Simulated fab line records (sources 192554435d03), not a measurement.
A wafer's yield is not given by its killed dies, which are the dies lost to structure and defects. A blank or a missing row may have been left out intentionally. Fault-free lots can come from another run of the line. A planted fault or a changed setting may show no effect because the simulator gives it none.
Matching of chambers | flow n5Finfet | aldHk-01 running N5_MIM_TOP_ALD_00: 4 sister chambers
The step deposits Al2O3, purge time 3 s, co reactant pulse time 3 s. 8 wafers are shown with their chamber, then 9 later ones without.

== WAFERS WITH THEIR CHAMBER ==
wafer  | chamber | precursorPulseHeightRel
L074.2 | 3       | 1.012
L085.3 | 1       | 0.984
L085.5 | 1       | 1.002
L087.1 | 0       | 0.998
L087.6 | 2       | 0.995
L088.1 | 2       | 0.992
L088.2 | 0       | 0.985
L088.4 | 3       | 1.004

== WAFERS WHOSE CHAMBER IS MISSING ==
wafer  | precursorPulseHeightRel
L093.4 | 0.991
L093.5 | 1.018
L093.6 | 0.967
L096.3 | 1.008
L096.5 | 1.043
L096.6 | 1.017
L097.1 | 0.973
L097.3 | 1.007
L097.5 | 0.976

== CHAMBER TAKEN BY EACH ==
wafer  | from the rows above               | in truth
L093.4 | can't be placed: 0 or 1 or 2 or 3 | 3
L093.5 | can't be placed: 3 or 2 or 1 or 0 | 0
L093.6 | can't be placed: 0 or 1 or 2 or 3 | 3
L096.3 | can't be placed: 3 or 2 or 1 or 0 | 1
L096.5 | can't be placed: 3 or 2 or 1 or 0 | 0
L096.6 | can't be placed: 3 or 2 or 1 or 0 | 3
L097.1 | can't be placed: 0 or 1 or 2 or 3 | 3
L097.3 | can't be placed: 3 or 2 or 1 or 0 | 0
L097.5 | can't be placed: 0 or 1 or 2 or 3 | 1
Correct placement for 0 of the 9. Unplaceable from these rows: 9, with the true chamber sitting among the candidates in 9. Wrongly placed: 0.
How it was worked out, from the rows above alone: a wafer's distance from a chamber is the root of the sum, over the readings, of the square of ((its reading less the chamber's mean) divided by the reading's scatter). If the next closest chamber is less than 2 further off than the closest, the wafer can't be placed; otherwise it belongs to the closest. The mean given for a chamber averages the wafers shown for that chamber. How the scatter is found: for the shown wafers, subtract from each reading the mean of its chamber, square and add these, divide the total by (wafers less chambers), then take the root.
